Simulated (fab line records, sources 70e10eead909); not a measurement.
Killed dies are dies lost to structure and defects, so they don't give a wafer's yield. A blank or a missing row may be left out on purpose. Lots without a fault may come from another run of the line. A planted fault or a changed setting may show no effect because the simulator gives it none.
Chamber matching | flow nand_harc | NHARC_P_M2_CMP_23 on cmp-01: 4 sister chambers
The step polishes, t overpolish 20 s, target thk 144.3 nm. 18 wafers are shown with their chamber, then 8 later ones without.

WAFERS WITH THEIR CHAMBER
wafer  | chamber | motor_current_A (A) | time_to_endpoint_s (s)
L178.1 | 0       | 12.7                | 28
L178.2 | 2       | 12.7                | 25
L178.5 | 3       | 11.0                | 26
L180.2 | 1       | 12.7                | 28
L180.5 | 3       | 10.8                | 25
L180.6 | 0       | 13.8                | 32
L183.1 | 1       | 12.3                | 27
L183.2 | 0       | 13.1                | 31
L183.6 | 1       | 13.5                | 30
L186.1 | 0       | 12.1                | 32
L186.2 | 3       | 11.3                | 26
L186.4 | 2       | 13.5                | 27
L189.1 | 1       | 12.3                | 29
L189.5 | 2       | 12.7                | 25
L189.6 | 1       | 13.0                | 27
L190.1 | 1       | 12.8                | 30
L190.2 | 3       | 10.7                | 28
L190.4 | 0       | 13.4                | 33

SIGNATURES (means of the wafers above)
reading            | chamber 0 | chamber 1 | chamber 2 | chamber 3 | scatter within a chamber
motor_current_A    | 13.020    | 12.767    | 12.967    | 10.950    | 0.491
time_to_endpoint_s | 31.20     | 28.50     | 25.67     | 26.25     | 1.51
Rule: a wafer's distance from a chamber is the root of the sum, over the readings, of the square of ((its reading less the chamber's mean) divided by the reading's scatter). The wafer belongs to the nearest chamber; if the next one is less than 2 further off, it can't be placed. The scatter: the root of (the sum of the squares of (reading less its chamber's mean) over the shown wafers, divided by (wafers less chambers)).

WAFERS WITHOUT THEIR CHAMBER
wafer  | motor_current_A (A) | time_to_endpoint_s (s)
L192.1 | 10.7                | 24
L192.3 | 12.6                | 25
L192.4 | 12.5                | 31
L194.1 | 13.4                | 27
L194.4 | 11.2                | 25
L199.2 | 12.9                | 33
L199.3 | 11.3                | 28
L199.6 | 12.9                | 34

WHICH CHAMBER EACH WENT THROUGH
wafer  | from the rows above          | in truth
L192.1 | 3                            | 3
L192.3 | can't be placed: 2 or 1      | 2
L192.4 | can't be placed: 0 or 1      | 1
L194.1 | can't be placed: 2 or 1 or 0 | 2
L194.4 | 3                            | 3
L199.2 | can't be placed: 0 or 1      | 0
L199.3 | can't be placed: 3 or 1      | 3
L199.6 | can't be placed: 0 or 1      | 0
Placed correctly: 2 of 8. Can't be placed from these rows: 6 (the true chamber is among the candidates in 6). Placed wrongly: 0.
